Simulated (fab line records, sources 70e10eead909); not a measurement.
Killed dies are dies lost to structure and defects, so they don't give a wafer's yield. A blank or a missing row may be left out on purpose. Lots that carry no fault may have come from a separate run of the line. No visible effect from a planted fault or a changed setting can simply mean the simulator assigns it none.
fab line records ; flow nandHarc ; part 1 of 2: steps 1 to 21 of 27
record: lots: 5; wafers: 15; lastDay: 24
route steps=1159 shown A_STAIRCASE@530
lots untouched by any fault: they come from a run of this same line in which no faults occurred
startH: the number of hours between the record's first day and the start of the first shown wafer of the lot ; waitH: hours from the lot's prior step to this one ; " identical to the entry in the row above ; L1.1+2: a single row standing in for several wafers ; - no value, or no start given ; * or withheld: withheld ; < > ~ a bound
route shown NAME@n: names a module that has steps shown in the file, with the first one's number in the route ; usual: mean/standard deviation taken from wafers without a fault ; same: alike in all rows ; chamber/n: place in a boat ; sites: the reading at each site ; _std_site: their standard deviation ; _edge_site: inner sites' mean taken away from outer sites' mean ; radiusMm: how far each site lies from the wafer's centre ; mask NAME#n: copy n ; behind: tool/chamber where the wafer was last shaped ; hold: why the lot was held/for how many hours/how that ended ; device: the transistor (n, p or np) that didn't switch ; end of line: tests of these same wafers at the route's end ; step lacking rows: just its recipe ; killed: at the first sort, the dies lost to defects and structure; wafer yield is something else ; map: a wafer's dies, x killed, . not, _ none there
set.NAME: the setting the step ran with; set.NAME@STEP: the setting that earlier step ran with ; model.NAME: the simulator's own value behind a step, which no gauge read
lots at selected steps of the route; one table per step, one row per wafer
services: a tool's chamber out of use, with start hour (startH, from the record's first day; less than 0 if before it), hours out, and reason
== steps ==
step: NHARC_A_STAIRCASE_DESCUM_168
recipe: timeS: 3; o2FlowSccm: 200; arFlowSccm: 0; biasPowerW: 0; chemistry: O2
usual: chamberPressureMTorr: 59.99/0.057; drypumpMotorCurrentA: 5.6/0.42; oesProductAu: 0.999/0.0094; rfVppV: 58.0/0.91; showerheadPlenumPTorr: 1.96/0.079; throttleValvePct: 11.311/0.01
lot.wafer;tool;chamber;startH;waitH;chamberPressureMTorr;drypumpMotorCurrentA;oesProductAu;rfHoursCounterH;rfVppV;showerheadPlenumPTorr;throttleValvePct
L076.1;rieDiel-10;2;244.59;-;59.98;5.7;1.020;24;57.1;1.79;11.308
L076.4;rieDiel-10;1;244.59;-;59.91;5.4;1.016;24;57.0;2.00;11.328
L076.5;rieDiel-10;3;244.59;-;60.10;5.4;1.008;-;57.5;1.95;11.308
L081.3;rieDiel-10;1;271.79;-;59.95;5.4;1.006;34;58.9;1.99;11.318
L081.4;rieDiel-10;1;271.79;-;60.05;5.4;1.005;-;57.6;1.99;11.318
L081.6;rieDiel-10;2;271.79;-;59.94;5.7;1.014;-;57.6;1.79;11.310
L083.2;rieDiel-07;2;278.36;-;59.96;5.2;0.995;12;58.8;2.05;11.319
L083.3;rieDiel-07;3;278.36;-;60.05;6.4;1.005;14;58.4;1.98;11.293
L083.6;rieDiel-07;1;278.36;-;60.03;5.6;1.002;-;58.7;2.01;11.295
L091.4;rieDiel-07;2;336.52;-;60.08;5.2;0.995;31;56.8;2.04;11.315
L091.1;rieDiel-07;0;336.52;-;59.94;5.5;1.002;31;56.9;1.92;11.322
L091.5;rieDiel-07;1;336.52;-;59.96;5.6;1.004;-;59.5;2.00;11.301
L096.2;rieDiel-07;1;368.75;-;60.02;5.7;0.998;43;57.5;1.99;11.303
L096.5;rieDiel-07;2;368.75;-;59.94;5.2;0.986;-;58.6;2.04;11.301
L096.6;rieDiel-07;3;368.75;-;59.99;6.4;1.001;-;58.5;1.97;11.304
step: NHARC_A_STAIRCASE_ETCH_169
recipe: targetDepthA: 500; timeS: 107.1; ionEnergyEv: 120; ch3fFlowSccm: 50; o2FlowSccm: 30; arFlowSccm: 200; rfW: 500; biasW: 100; chemistry: CH3F/O2
usual: chamberPressureMTorr: 25.001/0.021; drypumpMotorCurrentA: 5.6/0.42; oesProductAu: 0.959/0.021; rfVppV: 244.9/1.7; showerheadPlenumPTorr: 2.51/0.098; throttleValvePct: 20.663/0.009
lot.wafer;tool;chamber;startH;waitH;chamberPressureMTorr;drypumpMotorCurrentA;oesProductAu;rfHoursCounterH;rfVppV;showerheadPlenumPTorr;throttleValvePct
L076.1;rieDiel-10;3;244.67;0.1;24.985;5.4;0.959;22;245.1;2.51;20.669
L076.4;rieDiel-10;2;244.67;0.1;24.988;5.7;0.981;24;242.0;2.31;20.659
L076.5;rieDiel-10;3;244.67;0.1;25.008;5.4;0.958;-;244.2;2.51;20.669
L081.3;rieDiel-10;0;271.91;0.1;24.979;5.4;0.962;33;244.4;2.49;20.680
L081.6;rieDiel-10;2;271.91;0.1;24.970;5.7;0.961;-;241.3;2.30;20.662
L081.4;rieDiel-10;0;271.91;0.1;24.979;5.4;0.970;-;243.8;2.49;20.662
L083.3;rieDiel-07;0;278.43;0.1;24.978;5.5;0.998;13;244.2;2.48;20.671
L083.2;rieDiel-07;3;278.43;0.1;25.019;6.4;0.985;14;245.1;2.55;20.656
L083.6;rieDiel-07;0;278.43;0.1;25.001;5.5;0.997;-;245.1;2.48;20.657
L091.1;rieDiel-07;0;336.61;0.1;24.973;5.5;0.951;31;243.3;2.47;20.662
L091.4;rieDiel-07;2;336.61;0.1;25.086;5.2;0.923;31;247.4;2.62;20.656
L091.5;rieDiel-07;0;336.61;0.1;25.024;5.5;0.948;-;244.0;2.47;20.672
L096.2;rieDiel-07;2;368.82;0.1;24.998;5.2;0.952;45;245.8;2.62;20.660
L096.5;rieDiel-07;1;368.82;0.1;24.962;5.7;0.978;-;244.7;2.56;20.659
L096.6;rieDiel-07;2;368.82;0.1;24.955;5.2;0.952;-;245.7;2.61;20.670
step: NHARC_A_STAIRCASE_ETCH_170
recipe: targetDepthA: 2000; timeS: 66.667; ionEnergyEv: 250; c4f6FlowSccm: 25; o2FlowSccm: 20; arFlowSccm: 500; rfW: 600; biasW: 500; chemistry: C4F6/O2
usual: chamberPressureMTorr: 30.002/0.025; drypumpMotorCurrentA: 5.6/0.43; oesProductAu: 0.971/0.016; rfVppV: 548/3.1; showerheadPlenumPTorr: 4.00/0.15; throttleValvePct: 26.903/0.0098
lot.wafer;tool;chamber;startH;waitH;chamberPressureMTorr;drypumpMotorCurrentA;oesProductAu;rfHoursCounterH;rfVppV;showerheadPlenumPTorr;throttleValvePct
L076.1;rieDiel-10;3;-;-;29.985;5.4;0.986;22;550;4.00;26.906
L076.4;rieDiel-10;0;-;-;30.017;5.3;1.000;22;548;3.97;26.919
L076.5;rieDiel-10;3;-;-;29.994;5.4;0.984;-;547;4.00;26.905
L081.3;rieDiel-10;1;-;-;29.998;5.4;0.990;34;548;4.07;26.910
L081.6;rieDiel-10;1;-;-;30.009;5.4;0.985;-;549;4.07;26.910
L081.4;rieDiel-10;2;-;-;30.045;5.7;0.987;-;542;3.69;26.901
L083.3;rieDiel-07;3;-;-;29.972;6.5;0.968;14;549;4.05;26.911
L083.2;rieDiel-07;2;-;-;30.029;5.2;0.957;12;553;4.18;26.908
L083.6;rieDiel-07;0;-;-;29.973;5.5;0.985;-;548;3.95;26.898
L091.4;rieDiel-07;2;-;-;30.003;5.2;0.922;31;552;4.17;26.898
L091.1;rieDiel-07;1;-;-;30.023;5.7;0.945;30;549;4.08;26.904
L091.5;rieDiel-07;2;-;-;30.016;5.2;0.938;-;551;4.17;26.885
L096.2;rieDiel-07;3;-;-;29.954;6.4;0.961;46;550;4.03;26.891
L096.6;rieDiel-07;0;-;-;29.970;5.6;1.003;-;547;3.93;26.903
L096.5;rieDiel-07;1;-;-;29.997;5.7;0.992;-;550;4.07;26.885
step: NHARC_A_STAIRCASE_STRIP_171
recipe: powerW: 1500; tempC: 250; chemistry: O2
usual: drypumpMotorCurrentA: 5.8/0.65; heaterPowerW: 329/33
lot.wafer;tool;chamber;startH;waitH;drypumpMotorCurrentA;heaterPowerW;rfHoursCounterH
L076.1;plasmaAsher-01;1;245.01;-;6.0;332;46
L076.4;plasmaAsher-01;1;245.01;-;6.0;334;-
L076.5;plasmaAsher-01;1;245.01;-;6.0;327;-
L081.3;plasmaAsher-02;1;272.43;-;5.0;291;-
L081.4;plasmaAsher-02;0;272.43;-;6.6;331;-
L081.6;plasmaAsher-02;0;272.43;-;6.5;319;-
L083.2;plasmaAsher-02;0;279.64;-;6.6;320;29
L083.3;plasmaAsher-02;1;279.64;-;5.0;300;-
L083.6;plasmaAsher-02;0;279.64;-;6.6;324;-
L091.1;plasmaAsher-01;0;336.83;-;5.5;399;16
L091.4;plasmaAsher-01;1;336.83;-;6.1;320;-
L091.5;plasmaAsher-01;0;336.83;-;5.5;386;-
L096.2;plasmaAsher-02;0;369.16;-;6.6;318;0
L096.5;plasmaAsher-02;0;369.16;-;6.6;319;-
L096.6;plasmaAsher-02;1;369.16;-;5.0;293;-
step: NHARC_A_STAIRCASE_STRIP_172
recipe: timeS: 900; tempC: 130; chemistry: SPM
lot.wafer;tool;chamber;startH;waitH
L076.5+4+1;wetBench-09;2,3,6;245.38;0.1
L081.6+3+4;wetBench-05;6,7,0;272.69;0.1
L083.6+2+3;wetBench-09;6,7,3;279.95;0.1
L091.5+4+1;wetBench-09;0,1,4;337.19;0.1
L096.2+5+6;wetBench-05;6,1,2;369.51;0.3
step: NHARC_A_STAIRCASE_PRECLEAN_173
recipe: timeS: *; tempC: 50; bathAgeMin: 0; chemistry: SC1
usual: diwFlowMLMin: 1415/3.7; nh4ohFlowMLMin: 28.31/0.11
same: bathAgeMin: 0
lot.wafer;tool;chamber;startH;waitH;diwFlowMLMin;nh4ohFlowMLMin
L076.5;wetBench-09;2;-;-;1418;28.22
L076.4;wetBench-09;3;-;-;1415;28.21
L076.1;wetBench-09;6;-;-;1417;28.56
L081.6;wetBench-05;6;-;-;1416;28.26
L081.3;wetBench-05;7;-;-;1413;28.18
L081.4;wetBench-05;0;-;-;1419;28.34
L083.6;wetBench-09;6;-;-;1423;28.02
L083.2;wetBench-09;7;-;-;1418;28.25
L083.3;wetBench-09;3;-;-;1412;28.31
L091.5;wetBench-09;0;-;-;1412;28.38
L091.4;wetBench-09;1;-;-;1408;28.35
L091.1;wetBench-09;4;-;-;1411;28.35
L096.2;wetBench-05;6;-;-;1417;28.36
L096.5;wetBench-05;1;-;-;1414;28.37
L096.6;wetBench-05;2;-;-;1415;28.41
step: NHARC_A_STAIRCASE_SRD_174
lot.wafer;tool;chamber;startH;waitH
L076.5+4+1;wetBench-09;2,3,6;-;-
L081.6+3+4;wetBench-05;6,7,0;-;-
L083.6+2+3;wetBench-09;6,7,3;-;-
L091.5+4+1;wetBench-09;0,1,4;-;-
L096.2+5+6;wetBench-05;6,1,2;-;-
step: NHARC_A_STAIRCASE_DEHYDRATE_01
recipe: tempC: 150; timeS: 120
lot.wafer;tool;chamber;startH;waitH
L076.1+4+5;lithoTrack-05;0;245.94;-
L081.3+4+6;lithoTrack-02;0;273.15;-
L083.2+3+6;lithoTrack-07;0;280.49;-
L091.1+4+5;lithoTrack-07;0;337.64;-
L096.2+5+6;lithoTrack-02;0;369.97;-
step: NHARC_A_STAIRCASE_HMDS_02
recipe: timeS: 30
lot.wafer;tool;chamber;startH;waitH
L076.1+4+5;lithoTrack-05;0;-;-
L081.3+4+6;lithoTrack-02;0;-;-
L083.2+3+6;lithoTrack-07;0;-;-
L091.1+4+5;lithoTrack-07;0;-;-
L096.2+5+6;lithoTrack-02;0;-;-
step: NHARC_A_STAIRCASE_COAT_03
recipe: spinRpm: 1200
lot.wafer;tool;chamber;startH;waitH
L076.1+4+5;lithoTrack-05;0;-;-
L081.3+4+6;lithoTrack-02;0;-;-
L083.2+3+6;lithoTrack-07;0;-;-
L091.1+4+5;lithoTrack-07;0;-;-
L096.2+5+6;lithoTrack-02;0;-;-
step: NHARC_A_STAIRCASE_SOFTBAKE_04
recipe: tempC: 135; timeS: 170
lot.wafer;tool;chamber;startH;waitH
L076.1+4+5;lithoTrack-05;0;-;-
L081.3+4+6;lithoTrack-02;0;-;-
L083.2+3+6;lithoTrack-07;0;-;-
L091.1+4+5;lithoTrack-07;0;-;-
L096.2+5+6;lithoTrack-02;0;-;-
step: NHARC_A_STAIRCASE_EBR_05
lot.wafer;tool;chamber;startH;waitH
L076.1+4+5;lithoTrack-05;0;-;-
L081.3+4+6;lithoTrack-02;0;-;-
L083.2+3+6;lithoTrack-07;0;-;-
L091.1+4+5;lithoTrack-07;0;-;-
L096.2+5+6;lithoTrack-02;0;-;-
step: NHARC_A_STAIRCASE_EXPOSE_06
recipe: na: 0.5; doseMj: 25.43; maskId: STAIR
usual: reticleTempC: 23.03/0.088; stageVelMmS: 499.98/0.28
same: na: 0.5
lot.wafer;tool;chamber;startH;waitH;mask;reticleTempC;stageVelMmS
L076.1;krfScanner-02;0;246.27;-;STAIR#0;23.06;500.30
L076.4;krfScanner-02;0;246.27;-;STAIR#0;23.04;500.40
L076.5;krfScanner-02;0;246.27;-;STAIR#0;23.07;500.73
L081.3;krfScanner-02;0;273.37;-;STAIR#0;23.08;499.64
L081.4;krfScanner-02;0;273.37;-;STAIR#0;23.04;499.56
L081.6;krfScanner-02;0;273.37;-;STAIR#0;22.93;500.06
L083.2;krfScanner-02;0;280.70;-;STAIR#0;23.03;499.69
L083.3;krfScanner-02;0;280.70;-;STAIR#0;23.09;499.88
L083.6;krfScanner-02;0;280.70;-;STAIR#0;23.07;499.70
L091.1;krfScanner-02;0;337.97;-;STAIR#0;23.10;499.78
L091.4;krfScanner-02;0;337.97;-;STAIR#0;23.15;499.75
L091.5;krfScanner-02;0;337.97;-;STAIR#0;22.92;500.33
L096.2;krfScanner-01;0;370.30;-;STAIR#0;22.91;500.02
L096.5;krfScanner-01;0;370.30;-;STAIR#0;23.08;500.16
L096.6;krfScanner-01;0;370.30;-;STAIR#0;23.14;499.82
step: NHARC_A_STAIRCASE_PEB_07
recipe: pebTempC: 115; pebTimeS: 130
same: pebTimeS: 130
lot.wafer;tool;chamber;startH;waitH
L076.1+4+5;lithoTrack-05;0;246.34;0.1
L081.3+4+6;lithoTrack-05;0;273.43;0.1
L083.2+3+6;lithoTrack-05;0;280.76;0.1
L091.1+4+5;lithoTrack-07;0;338.04;0.1
L096.2+5+6;lithoTrack-02;0;370.37;0.1
step: NHARC_A_STAIRCASE_DEVELOP_08
recipe: timeS: 140
lot.wafer;tool;chamber;startH;waitH
L076.1+4+5;lithoTrack-05;0;-;-
L081.3+4+6;lithoTrack-05;0;-;-
L083.2+3+6;lithoTrack-05;0;-;-
L091.1+4+5;lithoTrack-07;0;-;-
L096.2+5+6;lithoTrack-02;0;-;-
step: NHARC_A_STAIRCASE_HARDBAKE_10
recipe: tempC: 120; timeS: 140
lot.wafer;tool;chamber;startH;waitH
L076.1+4+5;lithoTrack-02;0;246.56;-
L081.3+4+6;lithoTrack-02;0;273.65;-
L083.2+3+6;lithoTrack-02;0;280.99;-
L091.1+4+5;lithoTrack-02;0;338.25;-
L096.2+5+6;lithoTrack-02;0;370.59;-
step: NHARC_A_STAIRCASE_DESCUM_11
recipe: timeS: 3; o2FlowSccm: 200; arFlowSccm: 0; biasPowerW: 0; chemistry: O2
usual: chamberPressureMTorr: 60.00/0.06; drypumpMotorCurrentA: 5.6/0.41; oesProductAu: 1.000/0.009; rfVppV: 58.0/0.89; showerheadPlenumPTorr: 1.95/0.079; throttleValvePct: 11.310/0.0091
lot.wafer;tool;chamber;startH;waitH;chamberPressureMTorr;drypumpMotorCurrentA;oesProductAu;rfHoursCounterH;rfVppV;showerheadPlenumPTorr;throttleValvePct
L076.4;rieDiel-07;0;246.67;-;59.96;5.5;1.010;2;58.4;1.93;11.312
L076.1;rieDiel-07;1;246.67;-;59.93;5.7;1.000;2;58.3;2.01;11.310
L076.5;rieDiel-07;2;246.67;-;60.00;5.2;1.002;-;58.2;2.05;11.306
L081.3;rieDiel-10;1;273.79;-;59.87;5.4;0.998;34;56.8;1.99;11.300
L081.4;rieDiel-10;0;273.79;-;59.97;5.3;1.001;-;59.4;1.94;11.323
L081.6;rieDiel-10;1;273.79;-;60.08;5.3;0.994;-;57.8;1.99;11.313
L083.2;rieDiel-10;3;281.09;-;60.01;5.4;0.999;32;57.5;1.95;11.304
L083.3;rieDiel-10;0;281.09;-;60.10;5.4;1.007;37;58.2;1.94;11.323
L083.6;rieDiel-10;2;281.09;-;60.05;5.7;1.001;-;56.9;1.79;11.307
L091.4;rieDiel-07;0;338.36;-;60.07;5.5;0.991;31;58.2;1.92;11.323
L091.1;rieDiel-07;2;338.36;-;60.03;5.2;0.991;31;58.8;2.04;11.310
L091.5;rieDiel-07;0;338.36;-;59.97;5.5;1.004;-;58.5;1.92;11.305
L096.2;rieDiel-07;1;370.68;-;59.91;5.6;0.993;45;58.7;1.99;11.320
L096.5;rieDiel-07;1;370.68;-;59.98;5.7;0.982;-;58.7;1.99;11.301
L096.6;rieDiel-07;2;370.68;-;59.99;5.2;0.985;-;59.0;2.04;11.310
step: NHARC_A_STAIRCASE_TRIM_12
recipe: timeS: 211.2; o2FlowSccm: 500; arFlowSccm: 0; biasW: 0; chemistry: O2
usual: chamberPressureMTorr: 60.00/0.058; drypumpMotorCurrentA: 5.6/0.41; oesProductAu: 1.001/0.0088; rfVppV: 58.0/0.94; showerheadPlenumPTorr: 3.60/0.13; throttleValvePct: 17.037/0.0081
lot.wafer;tool;chamber;startH;waitH;chamberPressureMTorr;drypumpMotorCurrentA;oesProductAu;rfHoursCounterH;rfVppV;showerheadPlenumPTorr;throttleValvePct
L076.4;rieDiel-07;0;246.74;0.1;60.02;5.5;1.018;2;56.6;3.56;17.044
L076.1;rieDiel-07;2;246.74;0.1;60.03;5.2;1.000;1;58.2;3.77;17.036
L076.5;rieDiel-07;0;246.74;0.1;60.05;5.5;1.016;-;58.1;3.56;17.049
L081.3;rieDiel-10;0;273.92;0.1;59.90;5.3;1.010;33;58.4;3.57;17.025
L081.4;rieDiel-10;1;273.92;0.1;60.00;5.4;1.010;-;58.3;3.67;17.047
L081.6;rieDiel-10;2;273.92;0.1;60.03;5.7;1.007;-;57.0;3.31;17.050
L083.2;rieDiel-10;0;281.17;0.1;59.95;5.4;1.001;37;56.0;3.57;17.043
L083.3;rieDiel-10;2;281.17;0.1;59.98;5.7;0.998;38;55.4;3.31;17.031
L083.6;rieDiel-10;1;281.17;0.1;59.93;5.4;1.009;-;57.8;3.67;17.036
L091.4;rieDiel-07;0;338.43;0.1;60.09;5.5;1.006;31;57.6;3.54;17.037
L091.1;rieDiel-07;3;338.43;0.1;60.05;6.5;1.004;33;58.2;3.64;17.030
L091.5;rieDiel-07;0;338.43;0.1;59.94;5.5;1.003;-;58.3;3.54;17.057
L096.2;rieDiel-07;2;370.82;0.1;59.93;5.2;0.994;47;58.1;3.74;17.048
L096.5;rieDiel-07;2;370.82;0.1;60.01;5.2;0.986;-;60.1;3.74;17.031
L096.6;rieDiel-07;3;370.82;0.1;59.99;6.5;0.992;-;59.2;3.63;17.039
step: NHARC_A_STAIRCASE_ETCH_13
recipe: targetDepthA: 1000; timeS: 40.5; ionEnergyEv: 400; c4f8FlowSccm: 20; o2FlowSccm: 10; arFlowSccm: withheld; rfW: 600; biasW: 1000; chemistry: C4F8/O2
usual: chamberPressureMTorr: 24.999/0.023; oesProductAu: 0.939/0.015; rfVppV: 898/5
lot.wafer;tool;chamber;startH;waitH;chamberPressureMTorr;oesProductAu;rfHoursCounterH;rfVppV
L076.4;rieDiel-07;0;-;-;25.010;0.954;2;896
L076.1;rieDiel-07;3;-;-;25.001;0.944;2;900
L076.5;rieDiel-07;0;-;-;24.970;0.961;-;898
L081.3;rieDiel-10;1;-;-;24.988;0.931;35;900
L081.6;rieDiel-10;1;-;-;25.003;0.926;-;902
L081.4;rieDiel-10;2;-;-;25.027;0.934;-;888
L083.3;rieDiel-10;3;-;-;24.966;0.938;32;899
L083.2;rieDiel-10;1;-;-;24.990;0.953;39;901
L083.6;rieDiel-10;3;-;-;25.007;0.950;-;898
L091.1;rieDiel-07;0;-;-;25.016;0.938;31;896
L091.4;rieDiel-07;1;-;-;25.004;0.943;30;903
L091.5;rieDiel-07;2;-;-;24.982;0.956;-;902
L096.2;rieDiel-07;1;-;-;25.006;0.929;45;901
L096.6;rieDiel-07;1;-;-;24.992;0.930;-;900
L096.5;rieDiel-07;2;-;-;25.006;0.915;-;903
step: NHARC_A_STAIRCASE_TRIM_14
recipe: timeS: 211.2; o2FlowSccm: 500; arFlowSccm: 0; biasW: 0; chemistry: O2
usual: chamberPressureMTorr: 60.00/0.049; drypumpMotorCurrentA: 5.6/0.41; oesProductAu: 1.002/0.0089; rfVppV: 58.0/0.9; showerheadPlenumPTorr: 3.60/0.14; throttleValvePct: 17.036/0.0097
lot.wafer;tool;chamber;startH;waitH;chamberPressureMTorr;drypumpMotorCurrentA;oesProductAu;rfHoursCounterH;rfVppV;showerheadPlenumPTorr;throttleValvePct
L076.1;rieDiel-07;2;-;-;60.05;5.2;1.005;1;57.9;3.77;17.036
L076.4;rieDiel-07;3;-;-;59.98;6.5;1.002;2;57.6;3.66;17.049
L076.5;rieDiel-07;0;-;-;59.91;5.5;1.014;-;58.3;3.56;17.036
L081.3;rieDiel-10;0;-;-;59.95;5.4;1.003;34;56.4;3.57;17.039
L081.4;rieDiel-10;2;-;-;60.01;5.7;0.998;-;57.1;3.31;17.037
L081.6;rieDiel-10;1;-;-;59.98;5.4;0.998;-;58.5;3.67;17.051
L083.3;rieDiel-10;3;-;-;59.99;5.4;1.011;32;58.7;3.59;17.032
L083.2;rieDiel-10;1;-;-;59.96;5.4;1.010;39;58.1;3.66;17.042
L083.6;rieDiel-10;3;-;-;60.03;5.4;0.999;-;59.4;3.59;17.043
L091.4;rieDiel-07;0;-;-;59.97;5.6;1.000;31;58.8;3.54;17.025
L091.1;rieDiel-07;1;-;-;59.90;5.7;1.003;30;58.9;3.68;17.023
L091.5;rieDiel-07;3;-;-;60.13;6.4;0.994;-;57.5;3.64;17.053
L096.2;rieDiel-07;2;-;-;59.99;5.2;0.988;47;59.0;3.74;17.028
L096.6;rieDiel-07;3;-;-;60.02;6.4;0.988;-;58.8;3.63;17.037
L096.5;rieDiel-07;0;-;-;60.01;5.5;1.003;-;57.5;3.54;17.028
step: NHARC_A_STAIRCASE_ETCH_15
recipe: targetDepthA: 1000; timeS: 40.5; ionEnergyEv: 400; c4f8FlowSccm: 20; o2FlowSccm: 10; arFlowSccm: withheld; rfW: 600; biasW: 1000; chemistry: C4F8/O2
usual: chamberPressureMTorr: 25.001/0.023; oesProductAu: 0.941/0.011; rfVppV: 898/5.1
lot.wafer;tool;chamber;startH;waitH;chamberPressureMTorr;oesProductAu;rfHoursCounterH;rfVppV
L076.1;rieDiel-07;2;-;-;25.011;0.940;2;905
L076.4;rieDiel-07;0;-;-;24.996;0.954;2;896
L076.5;rieDiel-07;1;-;-;24.995;0.943;-;903
L081.3;rieDiel-10;1;-;-;24.984;0.946;35;902
L081.4;rieDiel-10;2;-;-;25.037;0.951;-;888
L081.6;rieDiel-10;0;-;-;25.006;0.946;-;898
L083.3;rieDiel-10;1;-;-;25.028;0.947;39;899
L083.2;rieDiel-10;2;-;-;25.052;0.926;38;890
L083.6;rieDiel-10;0;-;-;25.029;0.949;-;898
L091.4;rieDiel-07;2;-;-;25.005;0.952;32;904
L091.1;rieDiel-07;3;-;-;24.981;0.953;33;901
L091.5;rieDiel-07;1;-;-;25.032;0.955;-;902
L096.2;rieDiel-07;0;-;-;24.985;0.933;46;894
L096.5;rieDiel-07;2;-;-;24.979;0.940;-;902
L096.6;rieDiel-07;3;-;-;24.989;0.929;-;898
